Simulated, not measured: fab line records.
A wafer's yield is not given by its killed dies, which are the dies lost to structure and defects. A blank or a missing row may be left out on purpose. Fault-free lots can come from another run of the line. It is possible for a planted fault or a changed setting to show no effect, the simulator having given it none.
Which of the tools did it? + flow nand harc + Sampling: 14 lots, 40 wafers, 5 of 1302 route steps

== WHAT THE GAUGES READ, wafer by wafer ==
NHARC_A_DECK1_JOINT_INSPECT_05. Usual: raw defect count 290, standard deviation 120.
| lot  | measured     | on                | raw defect count | flag |
|------|--------------|-------------------|------------------|------|
| L565 | day 12 10:14 | defect inspect-01 | 182 332 333      |      |
| L566 | day 12 20:05 | defect inspect-01 | 300 278 185      |      |
| L568 | day 13 18:57 | defect inspect-02 | 212 321 414      |      |
| L569 | day 14 00:40 | defect inspect-01 | 331 222 166      |      |
| L572 | day 15 14:22 | defect inspect-01 | 177 213 187      |      |
| L575 | day 16 22:00 | defect inspect-02 | 342 241          |      |
| L578 | day 17 15:19 | defect inspect-02 | 288 330          |      |
| L581 | day 19 01:34 | defect inspect-01 | 395 231 182      |      |
| L584 | day 19 14:39 | defect inspect-01 | 186 355 264      |      |
| L583 | day 19 14:49 | defect inspect-01 | 315 488 225      |      |
| L585 | day 20 11:46 | defect inspect-02 | 237 454 151      |      |
| L587 | day 21 08:00 | defect inspect-02 | 384 556 714      |      |
| L586 | day 21 08:01 | defect inspect-01 | 238 283 350      |      |
| L588 | day 21 22:01 | defect inspect-01 | 264 387 203      |      |

NHARC_A_ONON_D2_THK_MEAS_02: measures by ellipsometry. Usual: thk nm 1004 nm, standard deviation 7.1.
| lot  | measured     | on            | thk nm (nm)    | flag |
|------|--------------|---------------|----------------|------|
| L565 | day 12 10:49 | film metro-01 | 990 992 992    |      |
| L566 | day 12 20:40 | film metro-01 | 1011 1009 1008 |      |
| L568 | day 13 19:32 | film metro-02 | 994 995 997    |      |
| L569 | day 14 01:14 | film metro-01 | 1011 1009 1012 |      |
| L572 | day 15 14:56 | film metro-01 | 998 998 996    |      |
| L575 | day 16 22:35 | film metro-01 | 995 544        | OFF  |
| L578 | day 17 15:53 | film metro-01 | 1007 554       | OFF  |
| L581 | day 19 02:09 | film metro-01 | 1005 1006 1006 |      |
| L584 | day 19 15:14 | film metro-01 | 999 999 998    |      |
| L583 | day 19 15:24 | film metro-02 | 1011 1009 1010 |      |
| L585 | day 20 12:21 | film metro-01 | 1006 1005 1005 |      |
| L587 | day 21 08:35 | film metro-01 | 1002 1002 1002 |      |
| L586 | day 21 08:35 | film metro-02 | 1002 1000 999  |      |
| L588 | day 21 22:35 | film metro-02 | 999 1001 1000  |      |

NHARC_END_SORT_01. Usual: killed at array 55, standard deviation 19; killed at other 0.8, standard deviation 1.1; killed at periphery 4.0, standard deviation 2.6; killed dies 60, standard deviation 20; killed open 3.4, standard deviation 1.7; killed short 2.6, standard deviation 1.5.
| lot  | measured     | on        | killed at array | killed at other | killed at periphery | killed dies | killed open | killed short | flag |
|------|--------------|-----------|-----------------|-----------------|---------------------|-------------|-------------|--------------|------|
| L575 | day 29 04:14 | prober-02 | 56 671          | 1 0             | 5 6                 | 62 677      | 5 2         | 5 6          | OFF  |
| L578 | day 29 12:03 | prober-01 | 55 676          | 0 1             | 4 0                 | 59 677      | 5 3         | 3 2          | OFF  |

== EACH LOT AND THE TOOL THAT RAN IT (in order: tool; ch and the chambers of the sampled wafers; start) ==
| lot  | NHARC_A_CHANNEL_FILL_D1_ETCHBACK_08           | NHARC_A_ONON_D2_DEP_00           |
|------|-----------------------------------------------|----------------------------------|
| L565 | rie diel-10 ch 2,3, day 12 10:14 or earlier   | pecvd onon-04 ch 0, day 12 10:19 |
| L566 | rie diel-08 ch 0,1, day 12 20:05 or earlier   | pecvd onon-01 ch 0, day 12 20:12 |
| L568 | rie diel-08 ch 1,3, day 13 18:57 or earlier   | pecvd onon-04 ch 0, day 13 19:08 |
| L569 | rie diel-07 ch 0,2,3, day 14 00:40 or earlier | pecvd onon-01 ch 0, day 14 00:44 |
| L572 | rie diel-08 ch 0,1, day 15 14:22 or earlier   | pecvd onon-04 ch 0, day 15 14:33 |
| L575 | rie diel-08 ch 2,3, day 16 22:00 or earlier   | pecvd onon-04 ch 0, day 16 22:11 |
| L578 | rie diel-07 ch 3, day 17 15:19 or earlier     | pecvd onon-04 ch 0, day 17 15:29 |
| L581 | rie diel-08 ch 0,2, day 19 01:34 or earlier   | pecvd onon-03 ch 0, day 19 01:42 |
| L584 | rie diel-08 ch 2,3, day 19 14:39 or earlier   | pecvd onon-03 ch 0, day 19 14:43 |
| L583 | rie diel-07 ch 1,3, day 19 14:49 or earlier   | pecvd onon-01 ch 0, day 19 14:53 |
| L585 | rie diel-07 ch 0,2,3, day 20 11:46 or earlier | pecvd onon-04 ch 0, day 20 11:50 |
| L587 | rie diel-07 ch 0,2,3, day 21 08:00 or earlier | pecvd onon-04 ch 0, day 21 08:08 |
| L586 | rie diel-10 ch 1,2, day 21 08:01 or earlier   | pecvd onon-03 ch 0, day 21 08:08 |
| L588 | rie diel-07 ch 1,2, day 21 22:01 or earlier   | pecvd onon-03 ch 0, day 21 22:08 |
- NHARC_A_CHANNEL_FILL_D1_ETCHBACK_08: etches the open film in C4F8, target depth 220 nm, time 110 s.
- NHARC_A_ONON_D2_DEP_00: target thk 1000 nm.

== WHAT THE TOOLS THEMSELVES READ (means of the sampled wafers that have a number; where no wafer has one, the mark that the record gives instead) ==
NHARC_A_CHANNEL_FILL_D1_ETCHBACK_08. Usual: oes product au 0.94 a.u., standard deviation 0.034; rf vpp V 441.6 V, standard deviation 2.7.
| lot  | tool        | oes product au (a.u.) | rf vpp V (V) | flag |
|------|-------------|-----------------------|--------------|------|
| L565 | rie diel-10 | 0.91                  | 442.0        |      |
| L566 | rie diel-08 | 0.91                  | 443.2        |      |
| L568 | rie diel-08 | 0.91                  | 444.4        |      |
| L569 | rie diel-07 | 0.93                  | 441.8        |      |
| L572 | rie diel-08 | 0.92                  | 443.1        |      |
| L575 | rie diel-08 | 0.93                  | 442.8        |      |
| L578 | rie diel-07 | 0.99                  | 439.2        |      |
| L581 | rie diel-08 | 0.97                  | 439.1        |      |
| L584 | rie diel-08 | 1.00                  | 442.5        |      |
| L583 | rie diel-07 | 1.00                  | 440.2        |      |
| L585 | rie diel-07 | 0.93                  | 440.9        |      |
| L587 | rie diel-07 | 0.94                  | 441.3        |      |
| L586 | rie diel-10 | 0.98                  | 441.8        |      |
| L588 | rie diel-07 | 0.92                  | 441.4        |      |

== THE ANSWER, worked out from the rows above alone ==
Rule: a lot is off if the mean of its wafers that have a number lies more than 3 standard deviations from the usual mean. A lot without any number at a reading at which 4 lots or more have one is off too. The other lots that the step has rows for count as sound. The gauges are gone through in route order, then the tools' own readings, and for those a lot's mean is taken as printed above. The first step at which some lot is off is used, and at that step the reading that is off furthest; a lot without a number counts as furthest.
Off at NHARC_A_ONON_D2_THK_MEAS_02 (thk nm): L575, L578.
If a tool, at a process step before that reading, ran all the lots that are off and no sound lot after the first of them, it fits. Not tried: the gauges at NHARC_A_ONON_D2_THK_MEAS_02; whatever is off there is also off at NHARC_END_SORT_01, on other tools, and gauge error can't account for it. Because NHARC_A_CHANNEL_FILL_D1_ETCHBACK_08 lacks a start for some lots, the hours and order of its lots are taken from NHARC_A_DECK1_JOINT_INSPECT_05. No candidate that was tried fits.

== WHAT THE SIMULATOR HAD INSERTED ==
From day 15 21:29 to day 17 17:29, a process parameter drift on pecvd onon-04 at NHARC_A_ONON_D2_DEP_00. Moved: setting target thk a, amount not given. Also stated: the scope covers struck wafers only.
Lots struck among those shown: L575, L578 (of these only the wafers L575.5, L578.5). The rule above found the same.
